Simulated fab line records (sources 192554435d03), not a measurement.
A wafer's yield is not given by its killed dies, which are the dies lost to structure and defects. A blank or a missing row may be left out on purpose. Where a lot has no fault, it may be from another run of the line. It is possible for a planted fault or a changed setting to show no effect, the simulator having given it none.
Comparing a struck lot with a sound one :: flow n5Finfet :: 23 out of 1938 route steps
Sound: the wafers L385.2, L385.3, L385.5. Struck: wafer L370.6. (L370.2, L370.3 of the same lot were not struck and are left out.) The cause comes at the end.
Order at every step that has rows: each side's tool, ch and its chambers, its first start. Under that, the readings that differ: sound wafers :: struck wafers :: difference of the means :: sigmas: that difference in standard deviations of wafers without a fault.
alike: readings whose means differ by less than 2 such deviations, and words and numbers that are the same on both sides. not compared: withheld readings, readings that some wafer has no value for, bounds like >300 that may hide the same value, and numbers for which the record gives no deviation and whose values overlap.
A row with sigmas, a row that says differs or no value, or rows on one side alone: a step with any of these is where the two part. Numbers that have no deviation but don't overlap get no sigmas and don't part them. Lack of a reading on every wafer of one side parts them only where that side has two or more wafers.

first, 9 steps without rows for these wafers: N5_BEOL_M8_SOFTBAKE_06 (time 60 s); N5_BEOL_M8_EXPOSE_08 (exposes mask M8); N5_BEOL_M8_PEB_09 (peb time 60 s); N5_BEOL_M8_DEVELOP_10 (develop time 30 s); N5_BEOL_M8_DESCUM_16 (chemistry O2, time 7.9 s); N5_BEOL_M8_ETCH_61 (etches SiARC in CF4, target depth 45.5 nm, time 75.8 s); N5_BEOL_M8_ETCH_62 (etches SOC in N2/H2, target depth 110 nm, overetch 22 nm, time 165 s); N5_BEOL_M8_STRIP_68 (strips in N2/H2); N5_BEOL_M8_STRIP_67 (strips in CF4).
N5_BEOL_M8_HM_OPEN_17: chemistry Cl2/BCl3, target TiN, target depth 20 nm, overetch 6 nm.
  sound on rieMetal-01 ch 0, day 15 16:33; struck on rieMetal-02 ch 1, day 12 07:45
  alike: drypumpMotorCurrentA, oesProductAu, throttleValvePct
  not compared: rfHoursCounterH
then, 10 steps without rows for these wafers: N5_BEOL_M8_STRIP_19 (strips in O2); N5_BEOL_M8_COAT_63 (time 60 s, resist thk 60 nm); N5_BEOL_M8_COAT_64 (time 60 s, resist thk 12 nm); N5_BEOL_M8_COAT_71 (time 60 s, resist thk 5 nm); N5_BEOL_M8_COAT_22 (resist thk 30 nm); N5_BEOL_M8_EBR_24; N5_BEOL_M8_SOFTBAKE_23 (time 60 s); N5_BEOL_M8_EXPOSE_25 (exposes mask V7, target cd 40 nm); N5_BEOL_M8_PEB_26 (peb time 60 s); N5_BEOL_M8_DEVELOP_27 (develop time 30 s).
N5_BEOL_M8_INSPECT_30: inspects for defects (brightfield).
  sound on defectInspect-02 at day 15 17:16; struck on defectInspect-01 at day 12 09:34
reading: rawDefectCount
sound: 324 327 263
struck: 1185
difference: +880
sigmas: +10
then, 1 step without rows for these wafers: N5_BEOL_M8_DESCUM_33 (chemistry O2, time 7 s).
-- a jump in the record: the struck wafers' starts before and after are 3 days apart (it breaks off in module BEOL_M8 and resumes in module PASSIVATION, where the first step shown is number 1936 of the route) --
N5_PASSIVATION_PROBE_49:
  the record has rows for the struck wafers here (prober-02, day 15 12:13) and none for the sound ones

## WHERE THEY PART
At N5_BEOL_M8_INSPECT_30 first; at N5_PASSIVATION_PROBE_49 last (within this record only).

WHY: what had been put in by the simulator
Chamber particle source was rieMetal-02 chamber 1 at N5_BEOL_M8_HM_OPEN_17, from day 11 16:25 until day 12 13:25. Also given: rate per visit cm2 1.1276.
